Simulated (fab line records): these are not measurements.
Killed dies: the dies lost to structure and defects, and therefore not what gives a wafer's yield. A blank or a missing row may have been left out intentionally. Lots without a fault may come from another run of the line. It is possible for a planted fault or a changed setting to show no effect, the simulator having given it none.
Split-lot experiment    flow n5_finfet    on a route of 1938 steps: 7 lots, 39 wafers read

== THE SPLIT ITSELF ==
At N5_BEOL_M14_SPUTTER_44 (material Ta, target thk 15 nm, time 24.19 s), the setting target_thk_a was moved away from the recipe's 150 angstrom on 15 of the 39 wafers read, by -50.8% to +49.9%. This setting was run at the recipe's value on the other wafers.

== FROM THE SPLIT TO THE READING: what the file shows between them, 3 steps ==
- N5_BEOL_M14_SPUTTER_45: material Cu, target thk 100 nm, time 16.67 s
- N5_BEOL_M14_ECD_47: material Cu, target thk 1248 nm
- N5_BEOL_M14_ANNEAL_48: time 90 s

== THE READING ==
barrier_field_endpoint_s, in s, at N5_BEOL_M14_CMP_49 (polishes, stops on SiO2, t overpolish 5.2 s, target thk 560 nm). Fault-free wafers of this fab line usually give 11.39 s, standard deviation 0.26 s.

wafer   tool, chamber at the split  target_thk_a as run, angstrom  against the recipe  barrier_field_endpoint_s, s  against lot-mates on the recipe
L074.4  pvd_sputter-02, -           150                            recipe              11.41                        -
L074.1  pvd_sputter-02, -           224.9                          +49.9%              14.45                        +3.23
L074.2  pvd_sputter-02, -           150                            recipe              11.17                        -
L074.3  pvd_sputter-02, -           224.9                          +49.9%              14.11                        +2.89
L074.6  pvd_sputter-02, -           224.9                          +49.9%              13.90                        +2.68
L074.5  pvd_sputter-02, -           150                            recipe              11.09                        -
L078.2  pvd_sputter-02, -           150                            recipe              10.80                        -
L078.1  pvd_sputter-02, -           73.74                          -50.8%              8.80                         -2.49
L078.4  pvd_sputter-02, -           73.74                          -50.8%              8.73                         -2.56
L078.3  pvd_sputter-02, -           150                            recipe              11.36                        -
L078.6  pvd_sputter-02, -           73.74                          -50.8%              8.42                         -2.87
L078.5  pvd_sputter-02, -           150                            recipe              11.72                        -
L082.4  pvd_sputter-01, -           150                            recipe              11.19                        -
L082.2  pvd_sputter-01, -           150                            recipe              11.22                        -
L082.5  pvd_sputter-01, -           150                            recipe              11.33                        -
L087.1  pvd_sputter-03, -           150                            recipe              11.12                        -
L087.3  pvd_sputter-03, -           150                            recipe              11.71                        -
L087.4  pvd_sputter-03, -           208.1                          +38.7%              14.03                        +2.72
L087.2  pvd_sputter-03, -           150                            recipe              11.11                        -
L087.6  pvd_sputter-03, -           208.1                          +38.7%              13.27                        +1.96
L087.5  pvd_sputter-03, -           208.1                          +38.7%              13.92                        +2.61
L091.3  pvd_sputter-03, -           180.1                          +20.1%              12.48                        +0.90
L091.1  pvd_sputter-03, -           150                            recipe              11.68                        -
L091.4  pvd_sputter-03, -           180.1                          +20.1%              12.77                        +1.19
L091.2  pvd_sputter-03, -           180.1                          +20.1%              12.62                        +1.04
L091.6  pvd_sputter-03, -           150                            recipe              11.35                        -
L091.5  pvd_sputter-03, -           150                            recipe              11.72                        -
L093.4  pvd_sputter-01, -           150                            recipe              11.42                        -
L093.3  pvd_sputter-01, -           150                            recipe              11.34                        -
L093.2  pvd_sputter-01, -           197.9                          +31.9%              13.13                        +1.73
L093.1  pvd_sputter-01, -           150                            recipe              11.45                        -
L093.6  pvd_sputter-01, -           197.9                          +31.9%              13.12                        +1.72
L093.5  pvd_sputter-01, -           197.9                          +31.9%              13.28                        +1.88
L095.1  pvd_sputter-02, -           150                            recipe              11.21                        -
L095.2  pvd_sputter-02, -           150                            recipe              11.35                        -
L095.4  pvd_sputter-02, -           150                            recipe              11.27                        -
L095.3  pvd_sputter-02, -           150                            recipe              11.28                        -
L095.6  pvd_sputter-02, -           150                            recipe              11.22                        -
L095.5  pvd_sputter-02, -           150                            recipe              11.35                        -

FIT RESULTS
A straight line over all 39 wafers: barrier_field_endpoint_s changes by +0.0564 s for each +1% of target_thk_a; r = +0.99; the points scatter about the line by 0.23 s.
The same after taking each lot's own level away (the mean of its wafers on the recipe; 39 wafers): +0.0561 s for each +1%; r = +0.99; scatter 0.22 s.
On that fit, the largest move of target_thk_a shifts the reading by 2.9 s.
The span of the lots' own levels, 11.223 to 11.583 s, comes to 1.4 times the standard deviation stated above.
The two slopes agree, so the slope changes little with the lot-to-lot level.
Check: with one of the wafers moved furthest among these (-50.8%) left out of the fit, the line predicts -2.88 s for it against its lot-mates. It came out at -2.49 s against them.

== THESE WAFERS: OTHER SPLITS ==
Before the reading, these wafers also passed through other splits. Each is held against what the fit with the lots' levels taken away leaves over:
other split on the same wafers             wafers away from the commonest value  r with barrier_field_endpoint_s (lot level and that fit taken away)
N5_BEOL_M10_TRENCH_ETCH_37 target_depth_a  9                                     -0.16
N5_BEOL_M11_ETCH_66 time_s                 15                                    +0.01

== THE WHOLE CHAIN: every reading that the file lists as answering this split, in the file's order ==
step                    what it does                                                    reading                                                                            change (the file's fit)                r (the file's)
N5_BEOL_M14_SPUTTER_44  material Ta, target thk 15 nm, time 24.19 s                     Ta_of_BEOL_M14_SPUTTER_44.thk_nm (the simulator's own value, which no gauge read)  +0.151 nm for each +1% of the setting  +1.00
N5_BEOL_M14_CMP_49      polishes, stops on SiO2, t overpolish 5.2 s, target thk 560 nm  barrier_field_endpoint_s                                                           +0.0565 s for each +1% of the setting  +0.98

== THE FILE'S OWN FIT ==
barrier_field_endpoint_s changes by +0.0565 s for each +1% of target_thk_a, r = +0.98.
